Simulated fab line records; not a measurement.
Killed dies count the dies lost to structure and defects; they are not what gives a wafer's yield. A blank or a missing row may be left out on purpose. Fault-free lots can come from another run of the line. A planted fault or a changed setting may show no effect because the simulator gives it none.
fab line records	flow nand_harc
record: lots: 5	wafers: 15	last_day: 32
route steps=1302 shown A_SLIT@945 A_SIN_REMOVE@947 A_WL_FILL@952 END@1302
lots untouched by any fault: they come from a run of this same line in which no faults occurred
start_h: hours from the record's first day to the start of the lot's first wafer shown	wait_h: hours from the lot's prior step to this one	" as in the row above	L1.1+2: a row that stands for several wafers	- no value present, or no start provided	* or withheld: withheld	< > ~ a bound
route shown NAME@n: a module of which the file shows steps, and the number in the route of the first	usual: mean/standard deviation taken from wafers without a fault	same: alike in all rows	chamber/n: place in a boat	sites: per-site readings	_std_site: standard deviation of those values	_edge_site: the outer-site mean with the inner-site mean subtracted	radius_mm: for every site, how far away it sits from the centre of the wafer	mask NAME#n: copy n	behind: the tool/chamber that last shaped the wafer	hold: why the lot was held/for how many hours/how that ended	device: the n, p or np transistor that did not switch	end of line: the same wafers' tests at the end of the route	a step given without rows: its recipe and nothing more	killed: dies that structure and defects cost at the first sort, which is not the same as the wafer's yield	map: dies across one wafer; x = killed, . = not, _ = none there
set.NAME: the setting the step ran with; set.NAME@STEP: the setting that earlier step ran with	model.NAME: the simulator's own value behind a step, which no gauge read
certain route steps with their lots: each step a table, each wafer a row
services: a tool's chamber out of use, with start hour (start_h, from the record's first day; less than 0 if before it), hours out, and reason
== steps ==
step: NHARC_A_SLIT_SRD_20
step: NHARC_A_SLIT_CD_MEAS_21
usual: cd_nm: 289.4/0.79
lot.wafer	tool	chamber	start_h	wait_h	cd_nm
L855.1	cd_sem-01	-	497.32	-	289.6
L855.3	"	-	"	"	289.6
L855.5	"	-	"	"	289.6
L856.4	cd_sem-03	-	499.57	-	289.7
L856.5	"	-	"	"	289.4
L856.6	"	-	"	"	289.7
L857.4	cd_sem-03	-	514.80	0.1	287.8
L857.5	"	-	"	"	287.7
L857.6	"	-	"	"	287.7
L860.4	cd_sem-01	-	540.61	-	289.8
L860.5	"	-	"	"	290.2
L860.6	"	-	"	"	289.9
L874.3	cd_sem-02	-	668.93	-	289.5
L874.4	"	-	"	"	290.0
L874.6	"	-	"	"	290.2
step: NHARC_A_SIN_REMOVE_WET_00
recipe: temp_c: 160	time_s: 15300	chemistry: H3PO4
step: NHARC_A_SIN_REMOVE_PRECLEAN_01
recipe: time_s: *	temp_c: 50	bath_age_min: 0	chemistry: SC1
step: NHARC_A_SIN_REMOVE_SRD_02
step: NHARC_A_SIN_REMOVE_INSPECT_04
usual: raw_defect_count: 385/76
lot.wafer	tool	chamber	start_h	wait_h	raw_defect_count
L855.1	defect_inspect-01	-	503.96	0.0	368
L855.3	"	-	"	"	535
L855.5	"	-	"	"	349
L856.4	defect_inspect-01	-	506.18	0.0	377
L856.5	"	-	"	"	354
L856.6	"	-	"	"	400
L857.4	defect_inspect-02	-	521.45	0.1	438
L857.5	"	-	"	"	379
L857.6	"	-	"	"	315
L860.4	defect_inspect-02	-	547.29	0.0	394
L860.5	"	-	"	"	439
L860.6	"	-	"	"	523
L874.3	defect_inspect-02	-	675.53	0.0	374
L874.4	"	-	"	"	378
L874.6	"	-	"	"	535
step: NHARC_A_WL_FILL_ALD_00
recipe: target_thk_a: 30	pulse_time_s: 3	ald_cycles: 30	temp_c: 300	material: Al2O3
usual: heater_power_w: 471/47	precursor_pulse_height_rel: 0.999/0.019
lot.wafer	tool	chamber	start_h	wait_h	heater_power_w	precursor_pulse_height_rel
L855.3	ald_hk-01	3	504.05	0.1	476	1.001
L855.1	"	1	"	"	579	1.016
L855.5	"	3	"	"	492	0.990
L856.4	ald_hk-01	0	506.30	0.1	430	0.999
L856.6	"	2	"	"	463	1.022
L856.5	"	3	"	"	476	1.004
L857.4	ald_hk-02	2	521.56	0.1	404	1.019
L857.5	"	0	"	"	497	0.976
L857.6	"	1	"	"	484	0.986
L860.4	ald_hk-02	1	547.43	0.1	466	1.028
L860.6	"	2	"	"	405	0.984
L860.5	"	3	"	"	460	0.995
L874.3	ald_hk-01	1	675.87	0.3	574	0.992
L874.4	"	3	"	"	487	0.991
L874.6	"	2	"	"	473	1.021
step: NHARC_A_WL_FILL_RTA_01
recipe: temp_c: 1000	time_s: 5
usual: lamp_power_pct: 31.1/1.6	lamp_zone_2_pct: 31.1/1.6	lamp_zone_6_pct: 31.0/1.6	wafer_temp_C_max: 1003.7/0.74
lot.wafer	tool	chamber	start_h	wait_h	lamp_power_pct	lamp_zone_2_pct	lamp_zone_6_pct	wafer_temp_C_max
L855.1	rtp_anneal-02	0	504.29	-	32.5	32.4	32.4	1002.7
L855.3	"	0	"	"	32.5	32.5	32.4	1003.7
L855.5	"	0	"	"	32.5	32.5	32.5	1003.1
L856.4	rtp_anneal-01	0	506.59	-	29.2	29.2	29.1	1001.5
L856.5	"	0	"	"	29.2	29.3	29.2	1004.3
L856.6	"	0	"	"	29.2	29.2	29.1	1001.9
L857.4	rtp_anneal-02	0	521.85	-	32.4	32.5	32.4	1003.8
L857.5	"	0	"	"	32.5	32.5	32.4	1003.0
L857.6	"	0	"	"	32.5	32.5	32.4	1004.2
L860.4	rtp_anneal-01	0	547.70	-	29.2	29.2	29.1	1003.9
L860.5	"	0	"	"	29.2	29.2	29.1	1003.0
L860.6	"	0	"	"	29.2	29.1	29.1	1003.0
L874.3	rtp_anneal-02	0	676.20	-	32.5	32.5	32.4	1002.7
L874.4	"	0	"	"	32.5	32.5	32.3	1003.3
L874.6	"	0	"	"	32.6	32.4	32.5	1004.4
step: NHARC_A_WL_FILL_ALD_02
recipe: target_thk_a: 20	pulse_time_s: 3	ald_cycles: 100	temp_c: 450	material: TiN
usual: heater_power_w: 1097/110	precursor_pulse_height_rel: 1.000/0.019
lot.wafer	tool	chamber	start_h	wait_h	heater_power_w	precursor_pulse_height_rel
L855.3	ald_metal-01	3	504.58	0.2	1165	1.018
L855.1	"	0	"	"	1040	0.992
L855.5	"	1	"	"	1073	0.976
L856.4	ald_metal-03	0	506.73	0.1	1074	0.998
L856.6	"	0	"	"	1047	1.012
L856.5	"	1	"	"	1256	1.008
L857.4	ald_metal-01	1	522.10	0.2	1029	1.016
L857.5	"	2	"	"	925	0.981
L857.6	"	3	"	"	1161	0.999
L860.4	ald_metal-02	0	547.86	0.1	1311	0.993
L860.6	"	3	"	"	1273	1.024
L860.5	"	0	"	"	1266	1.010
L874.4	ald_metal-03	3	676.43	0.2	1112	1.008
L874.3	"	0	"	"	1120	0.976
L874.6	"	2	"	"	1072	0.981
step: NHARC_A_WL_FILL_CVD_03
recipe: target_thk_a: 400	temp_c: 300	pressure_torr: 40	wf6_flow_sccm: 40	h2_flow_sccm: 1600	ar_flow_sccm: 1560	time_s: 279	material: W
usual: heater_power_w: 488/28	throttle_valve_pct: 8.01/0.17
lot.wafer	tool	chamber	start_h	wait_h	heater_power_w	throttle_valve_pct
L855.1	cvd_w-01	0	504.95	0.1	493	8.31
L855.3	"	1	"	"	470	8.04
L855.5	"	0	"	"	486	8.22
L856.4	cvd_w-01	0	507.32	0.2	482	8.11
L856.6	"	1	"	"	468	8.01
L856.5	"	0	"	"	486	8.25
L857.4	cvd_w-01	0	522.57	0.2	497	8.23
L857.5	"	1	"	"	475	7.86
L857.6	"	0	"	"	493	8.31
L860.4	cvd_w-02	1	548.37	0.2	493	8.09
L860.6	"	1	"	"	503	7.96
L860.5	"	0	"	"	557	7.86
L874.3	cvd_w-02	0	676.90	0.2	559	7.78
L874.4	"	1	"	"	520	8.08
L874.6	"	1	"	"	488	8.30
step: NHARC_A_WL_FILL_ETCHBACK_04
recipe: target_depth_a: 600	time_s: 120	chemistry: NF3
usual: drypump_motor_current_A: 5.6/0.5	oes_product_au: 0.997/0.0064	run_length_s: 141.5/0.32
lot.wafer	tool	chamber	start_h	wait_h	drypump_motor_current_A	oes_product_au	rf_hours_counter_h	run_length_s
L855.1	rie_metal-02	1	505.38	0.4	6.3	0.995	0.3	141.6
L855.3	"	1	"	"	6.3	0.985	-	141.8
L855.5	"	1	"	"	6.3	1.000	-	141.2
L856.4	rie_metal-01	1	507.63	0.3	4.8	0.983	-	141.0
L856.6	"	0	"	"	6.0	1.009	-	141.4
L856.5	"	1	"	"	4.8	1.002	-	141.1
L857.4	rie_metal-02	1	522.86	0.2	6.3	0.992	-	141.6
L857.5	"	1	"	"	6.3	0.991	-	141.4
L857.6	"	0	"	"	5.6	0.994	-	141.7
L860.4	rie_metal-03	0	548.70	0.3	5.7	0.995	-	141.3
L860.6	"	0	"	"	5.7	0.998	-	141.4
L860.5	"	1	"	"	5.6	0.996	-	142.1
L874.3	rie_metal-03	1	677.26	0.3	5.6	0.994	-	134.6
L874.4	"	0	"	"	5.7	0.990	-	141.1
L874.6	"	0	"	"	5.7	0.984	-	141.6
step: NHARC_A_WL_FILL_ETCHBACK_05
recipe: target_depth_a: 220	time_s: 60	temp_c: 40	chemistry: Cl2/BCl3
usual: drypump_motor_current_A: 5.6/0.5	oes_product_au: 0.996/0.0069	run_length_s: 81.5/0.37
lot.wafer	tool	chamber	start_h	wait_h	drypump_motor_current_A	oes_product_au	rf_hours_counter_h	run_length_s
L855.1	rie_metal-02	1	505.60	0.2	6.3	0.992	0.4	81.4
L855.3	"	0	"	"	5.6	0.998	-	81.9
L855.5	"	1	"	"	6.3	0.998	-	81.4
L856.4	rie_metal-01	1	507.81	0.1	4.8	0.982	-	81.4
L856.6	"	0	"	"	6.0	0.997	-	81.6
L856.5	"	1	"	"	4.8	0.983	-	81.1
L857.4	rie_metal-02	1	523.07	0.2	6.3	0.983	-	81.3
L857.6	"	0	"	"	5.6	1.001	-	82.2
L857.5	"	1	"	"	6.3	0.999	-	82.1
L860.4	rie_metal-03	1	548.92	0.2	5.6	1.010	-	82.0
L860.6	"	0	"	"	5.7	0.998	-	81.1
L860.5	"	1	"	"	5.6	0.996	-	82.2
L874.3	rie_metal-03	1	677.45	0.2	5.6	1.011	-	82.0
L874.4	"	0	"	"	5.7	0.993	-	81.4
L874.6	"	0	"	"	5.7	0.998	-	81.3
step: NHARC_END_SORT_01
recipe: temp_c: 25
usual: killed_at_array: 61/23	killed_at_other: 1.3/1.4	killed_at_periphery: 4.0/2.6	killed_dies: 66/22	killed_open: 3.4/1.8	killed_short: 2.3/1.4
same: gross_dies: 677
lot.wafer	tool	chamber	start_h	wait_h	killed_at_array	killed_at_other	killed_at_periphery	killed_dies	killed_open	killed_short
L855.1	prober-02	0	596.89	2.5	78	3	4	85	3	3
L855.3	prober-02	0	598.51	3.1	75	2	4	81	3	2
L855.5	prober-02	0	600.12	3.7	79	2	4	85	2	5
L856.4	prober-01	0	599.32	3.4	52	0	2	54	0	2
L856.5	prober-01	0	600.12	3.7	58	1	5	64	4	3
L856.6	prober-01	0	600.93	4.0	50	0	6	56	1	1
killed by level:class
L855.1 A_CHANNEL_HOLE_D2:chamber_film_flake=37 A_SLIT:chamber_film_flake=26 A_CONTACT:chamber_film_flake=7 A_STAIRCASE:chamber_film_flake=4 THIN_TSV:chamber_film_flake=3 P_STI:geometric_particle:short=1 P_GATE:geometric_particle:open=1 P_M0:geometric_particle:open=1
L855.3 A_SLIT:chamber_film_flake=33 A_CHANNEL_HOLE_D2:chamber_film_flake=27 A_ZERO_WELL:chamber_film_flake=3 A_CONTACT:chamber_film_flake=3 P_GATE:chamber_film_flake=2 P_CONTACT:chamber_film_flake=2 THIN_TSV:chamber_film_flake=2 A_M1:chamber_film_flake=2
L856.4 A_CHANNEL_HOLE_D1:chamber_film_flake=37 A_CHANNEL_HOLE_D2:chamber_film_flake=8 A_CONTACT:chamber_film_flake=2 A_CHANNEL_FILL_D1:geometric_particle:short=1 A_WL_FILL:geometric_particle:short=1 P_STI:chamber_film_flake=1 P_M0:chamber_film_flake=1 A_CHANNEL_FILL_D1:chamber_film_flake=1
L856.5 A_CHANNEL_HOLE_D1:chamber_film_flake=32 A_CHANNEL_HOLE_D2:chamber_film_flake=10 P_ZERO_WELL:chamber_film_flake=3 A_CONTACT:chamber_film_flake=3 A_M1:chamber_film_flake=3 A_CHANNEL_FILL_D1:chamber_film_flake=2 A_WL_FILL:chamber_film_flake=2 A_DECK1_JOINT:geometric_particle:short=1
L855.5 A_CHANNEL_HOLE_D2:chamber_film_flake=37 A_SLIT:chamber_film_flake=25 A_CONTACT:chamber_film_flake=4 P_CONTACT:chamber_film_flake=3 A_CHANNEL_HOLE_D1:chamber_film_flake=2 A_STAIRCASE:chamber_film_flake=2 THIN_TSV:chamber_film_flake=2 P_M0:geometric_particle:open=1
L856.6 A_CHANNEL_HOLE_D1:chamber_film_flake=32 A_CHANNEL_HOLE_D2:chamber_film_flake=10 A_CONTACT:chamber_film_flake=5 P_STI:chamber_film_flake=4 A_DECK1_JOINT:geometric_particle:short=1 A_WL_FILL:geometric_particle:open=1 P_ZERO_WELL:chamber_film_flake=1 P_GATE:chamber_film_flake=1
== services ==
tool	chamber	start_h	hours	kind
cvd_w-02	-	499.08	13.0	pm
ald_metal-02	1	500.90	5.6	repair
rie_metal-03	0	508.25	8.6	repair
rie_metal-03	-	519.00	9.0	pm
ald_metal-03	2	524.90	26.8	repair
ald_metal-01	-	526.00	10.0	pm
ald_hk-02	-	526.61	10.0	pm
ald_metal-03	3	532.77	5.4	repair
cvd_w-01	-	547.00	13.0	pm
ald_metal-03	-	568.00	10.0	pm
ald_metal-01	-	572.51	1.4	repair
rie_metal-01	-	575.00	9.0	pm
cvd_w-02	0	582.92	3.8	repair
ald_hk-01	-	604.22	0.3	repair
ald_metal-03	0	607.66	5.6	repair
ald_metal-02	-	610.00	10.0	pm
rie_metal-01	1	618.24	5.9	repair
rie_metal-02	-	631.00	9.0	pm
rie_metal-01	1	637.76	5.0	repair
ald_hk-01	-	655.19	0.9	repair
ald_hk-01	-	656.34	10.0	pm
rie_metal-02	0	668.06	11.7	repair
rie_metal-02	-	672.90	0.3	repair
ald_metal-03	-	673.92	0.5	repair
== key ==
first_sign: step: NHARC_A_WL_FILL_ETCHBACK_04	reading: run_length_s	direction: down	sigmas: 21	usual: *	struck: *
effect none on later readings
met_at NHARC_A_WL_FILL_ETCHBACK_04
struck_wafers L874.3
tester_left_out L874
onset_between 548.70 677.26
fault: kind: process_parameter_drift	tool: rie_metal-03	chamber: -	onset_h: 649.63	steps: NHARC_A_WL_FILL_ETCHBACK_04	channel: time_s	offset: *	shape: step	end_h: 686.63	scope: struck_wafers_only	acts_in: *	stated: *
tester_left_out: of these lots the tester's yield and bins aren't shown, on N5 and GAA mostly nor the transistor test; their killed dies are dies lost to structure and defects alone, not to doping, threshold or leakage, so they don't give the yield
